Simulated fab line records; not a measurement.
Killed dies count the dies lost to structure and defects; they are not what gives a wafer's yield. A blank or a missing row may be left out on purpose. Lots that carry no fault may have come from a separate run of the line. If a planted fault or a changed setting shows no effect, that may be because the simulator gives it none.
Shared-tool check -- flow nand_harc -- 1 lot, 3 wafers sampled

== WHY THIS WAS OPENED ==
At NHARC_END_SORT_01 the reading killed_at_periphery is flagged on 1 of 1 lot. Fault-free wafers read 3.3, with a standard deviation of 2.6.
Rule: a lot gets a flag if all its wafers with a number sit over 4 standard deviations from that mean, or if no wafer of it has a number. The other lots count as sound.

lot,measured,on,"killed_at_periphery, wafer by wafer",flag
L408,day 22 02:49,prober-01,649 645 634,FLAGGED
The numbers of the flagged lots are 642.7 on average: +639.4 against the usual, or +99 or more standard deviations.

== WHICH TOOL EACH LOT WENT THROUGH ==
4 process steps preceding the reading are held in the record, out of 1159 steps in the route. Every cell lists first the tool, next ch and the chambers used by the sampled wafers, and last the start.
lot,flag,NHARC_P_GATE_EXPOSE_08,NHARC_P_GATE_HM_DEP_102,NHARC_P_GATE_ETCH_114,NHARC_P_GATE_STRIP_108
L408,FLAGGED,"krf_scanner-02 ch 0, day 6 08:29","acl_dep-02 ch 0, day 6 21:56","rie_diel-11 ch 0,1,3, day 7 00:35 or earlier","rie_diel-08 ch 0,1,3, day 7 00:35"
These steps, and what they do:
- NHARC_P_GATE_EXPOSE_08: exposes mask P HV.
- NHARC_P_GATE_HM_DEP_102: deposits aC, target thk 120 nm.
- NHARC_P_GATE_ETCH_114: etches the open film in CF4/O2, target depth 30 nm, overetch 3 nm, time 16.5 s.
- NHARC_P_GATE_STRIP_108: strips in O2.
- NHARC_END_SORT_01

== FLAGGED AGAINST TOTAL, ONE TOOL AT A TIME (gauges that did the reading follow at the end) ==
step,tool,lots run,flagged,share of the flagged lots,sound lots run after its first flagged lot
NHARC_P_GATE_EXPOSE_08,krf_scanner-02,1,1,all,0
NHARC_P_GATE_HM_DEP_102,acl_dep-02,1,1,all,0
NHARC_P_GATE_ETCH_114,rie_diel-11,1,1,all,0
NHARC_P_GATE_STRIP_108,rie_diel-08,1,1,all,0
NHARC_END_SORT_01,prober-01,1,1,all,0
NHARC_P_GATE_ETCH_114 gives no start for some lots, so the hours and the order of its lots are those of NHARC_P_GATE_STRIP_108.

== WHAT THE TABLE ALLOWS ==
5 rows of the table ran every flagged lot: krf_scanner-02 at NHARC_P_GATE_EXPOSE_08, acl_dep-02 at NHARC_P_GATE_HM_DEP_102, rie_diel-11 at NHARC_P_GATE_ETCH_114, rie_diel-08 at NHARC_P_GATE_STRIP_108, prober-01 at NHARC_END_SORT_01.
- krf_scanner-02 at NHARC_P_GATE_EXPOSE_08: 1 of its 1 lot flagged. With no sound lot run before its first flagged lot in this sample, there is nothing to narrow down the start.
- acl_dep-02 at NHARC_P_GATE_HM_DEP_102: 1 of its 1 lot flagged. With no sound lot run before its first flagged lot in this sample, there is nothing to narrow down the start.
- rie_diel-11 at NHARC_P_GATE_ETCH_114: 1 of its 1 lot flagged. With no sound lot run before its first flagged lot in this sample, there is nothing to narrow down the start.
- rie_diel-08 at NHARC_P_GATE_STRIP_108: 1 of its 1 lot flagged. With no sound lot run before its first flagged lot in this sample, there is nothing to narrow down the start.
- prober-01 at NHARC_END_SORT_01: 1 of its 1 lot flagged. With no sound lot run before its first flagged lot in this sample, there is nothing to narrow down the start.
A lot count leaves these 5 tools indistinguishable: every one of them fits a fault beginning at some hour. More lots, or a look at what each step does to the wafer, might.

== WHAT HAD BEEN PUT IN BY THE SIMULATOR ==
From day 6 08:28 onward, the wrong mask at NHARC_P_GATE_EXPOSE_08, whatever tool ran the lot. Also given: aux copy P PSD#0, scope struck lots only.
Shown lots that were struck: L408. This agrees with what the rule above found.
